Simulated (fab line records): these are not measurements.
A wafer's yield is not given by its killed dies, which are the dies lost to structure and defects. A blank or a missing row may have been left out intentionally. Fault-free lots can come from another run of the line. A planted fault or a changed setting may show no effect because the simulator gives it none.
Struck lot and sound lot, side by side	flow n5Finfet	24 out of 1938 route steps
Sound: these wafers, L597.2, L597.3, L597.5. Wafers L609.2, L609.3, L609.4 were the ones struck. The cause comes at the end.
Per side, at each step with rows, come the tool, then ch with its chambers, and then its first start. Under that, the readings that differ: sound wafers	struck wafers	difference of the means	sigmas: that difference in standard deviations of wafers without a fault.
alike: readings whose means differ by less than 2 such deviations, and words and numbers that are the same on both sides. not compared: withheld readings, readings that some wafer has no value for, bounds like >300 that may hide the same value, and numbers for which the record gives no deviation and whose values overlap.
Wherever a step has rows on one side only, a row that says differs or no value, or a row with sigmas, the two part there. Numbers that don't overlap but have no deviation are shown without sigmas and don't part them. A reading that every wafer of one side lacks parts them only if that side has two wafers or more.

first, 10 steps without rows for these wafers: N5_DUMMY_GATE_SRD_26 (time 30 s); N5_DUMMY_GATE_UV_OZONE_45 (time 120 s); N5_SPACER0_ALD_07 (deposits SiNx, target thk 2 nm); N5_SPACER0_ALD_00 (deposits SiOCN, target thk 3.5 nm, pulse time 3 s, purge time 2 s); N5_SPACER0_ALD_08 (deposits SiNx, target thk 2 nm); N5_SD_EPI_N_COAT_32 (time 60 s, resist thk 350 nm); N5_SD_EPI_N_COAT_33 (time 60 s, resist thk 35 nm); N5_SD_EPI_N_COAT_03 (resist thk 150 nm); N5_SD_EPI_N_EBR_05; N5_SD_EPI_N_SOFTBAKE_04 (time 60 s).
N5_SD_EPI_N_EXPOSE_06: exposes mask SD N BLK, target cd 120 nm.
  sound on arfiScanner-02 ch 0, day 3 18:29; struck on arfiScanner-02 ch 0, day 6 17:18
reading	sound	struck	difference	sigmas
exposureDoseMJCm2	39.75 39.72 39.75	38.63 38.68 38.68	-1.08	-5
  alike: mask, focusOffsetNm, stageVelMmS
then, 2 steps without rows for these wafers: N5_SD_EPI_N_PEB_07 (peb time 60 s); N5_SD_EPI_N_DEVELOP_08 (develop time 30 s).
N5_SD_EPI_N_DESCUM_14: chemistry O2, time 7.9 s.
  sound on rieDiel-04 ch 0,2, day 3 18:42; struck on rieDiel-01 ch 0,2,3, day 6 17:31
reading	sound	struck	difference	sigmas
model.SD_EPI_N.cdNm (nm)	120.4 120.8 120	117 117.2 117.8	-3	
  alike: drypumpMotorCurrentA, oesProductAu, rfFwdPowerW, rfVppV, showerheadPlenumPTorr, throttleValvePct
  not compared: rfHoursCounterH
then, 7 steps without rows for these wafers: N5_SD_EPI_N_ETCH_34 (etches SiARC in CF4, target depth 45.5 nm, time 75.8 s); N5_SD_EPI_N_ETCH_35 (etches SOC in N2/H2, overetch 108 nm, time 486 s); N5_SD_EPI_N_STRIP_36 (strips in N2/H2); N5_SD_EPI_N_ETCHBACK_44 (etches SiNx in CH3F/O2, stops on SiO2, target depth 14.5 nm); N5_SD_EPI_N_ETCH_45 (etches SiOCN in CH3F/O2, target depth 6 nm); N5_SD_EPI_N_ETCH_16 (etches SiO2 in CHF3/O2, target depth 5 nm); N5_SD_EPI_N_STRIP_47 (strips in CHF3/O2).
N5_SD_EPI_N_SD_RECESS_17: chemistry HBr/Cl2/O2, target depth 41 nm, time 23.7 s, bt time 3 s.
  sound on rieSi-03 ch 0,1,3, day 3 19:23; struck on rieSi-02 ch 0,2,3, day 6 18:12
reading	sound	struck	difference	sigmas
model.SD_EPI_N.cdNm (nm)	120.6 120.6 119.2	116 117.4 117.6	-3	
  alike: biasW, drypumpMotorCurrentA, oesProductAu, rfFwdPowerW, throttleValvePct
  not compared: rfHoursCounterH
then, 1 step without rows for these wafers: N5_SD_EPI_N_STRIP_38 (strips in N2/H2).
-- record jumps: 5 days separate the struck wafers' starts on either side; left off in module SD_EPI_N, taken up again in module BEOL_M4, whose first shown step is the route's number 1111 --
N5_BEOL_M4_RC_MEAS_101:
  sound on prober-02 ch 0, day 8 07:23; struck on prober-02 ch 0, day 11 11:04
  alike: DIBL_N, DIBL_P, IOFF_N, IOFF_P, ION_N, ION_P, SS_N, SS_P, VT_N, VT_P

WHERE THEY PART
At N5_SD_EPI_N_EXPOSE_06 and nowhere else, as far as this record goes. Later steps at which nothing parts them and some readings are alike: N5_SD_EPI_N_DESCUM_14, N5_SD_EPI_N_SD_RECESS_17, N5_BEOL_M4_RC_MEAS_101.

WHY: what the simulator had put in
Drift in process parameters on arfiScanner-02 at N5_SD_EPI_N_EXPOSE_06, starting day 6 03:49. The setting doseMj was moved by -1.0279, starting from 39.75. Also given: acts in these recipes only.
